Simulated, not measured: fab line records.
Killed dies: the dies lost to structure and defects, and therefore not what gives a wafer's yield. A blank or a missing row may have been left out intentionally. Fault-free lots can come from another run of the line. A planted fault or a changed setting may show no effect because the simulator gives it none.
Matching of chambers -- flow n5 finfet -- 4 sister chambers for N5_BEOL_M15_VIA_ETCH_16 on rie diel-05
The step etches SiO2 in C4F8/O2/Ar, target depth 1792.2 nm. 4 wafers are shown with their chamber, then 11 later ones without.

EACH WAFER AND ITS CHAMBER
wafer,chamber,rf vpp V (V)
L087.5,0,2268
L088.1,1,2239
L088.4,3,2227
L093.2,2,2133

WAFERS MISSING THEIR CHAMBER
wafer,rf vpp V (V)
L093.4,2227
L093.6,2227
L095.1,2226
L095.3,2269
L095.6,2225
L097.1,2269
L097.3,2237
L097.6,2225
L096.1,2238
L096.3,2224
L096.4,2225

WHICH CHAMBER EACH ONE RAN IN
wafer,from the rows above,in truth
L093.4,3,3
L093.6,3,3
L095.1,3,3
L095.3,0,0
L095.6,3,3
L097.1,0,0
L097.3,1,1
L097.6,3,3
L096.1,1,1
L096.3,3,3
L096.4,3,3
Correctly placed: 11 of 11. Left unplaced by these rows: 0. Placed wrongly: 0.
How it was worked out, from the rows above alone: a wafer's distance from a chamber is the root of the sum, over the readings, of the square of ((its reading less the chamber's mean) divided by the reading's scatter). If the next closest chamber is less than 2 further off than the closest, the wafer can't be placed; otherwise it belongs to the closest. For every chamber, the mean is computed from those of its wafers that are shown. The scatter: with one shown wafer a chamber, the root of the mean of the squares of how far each hidden wafer lies from its nearest shown one.
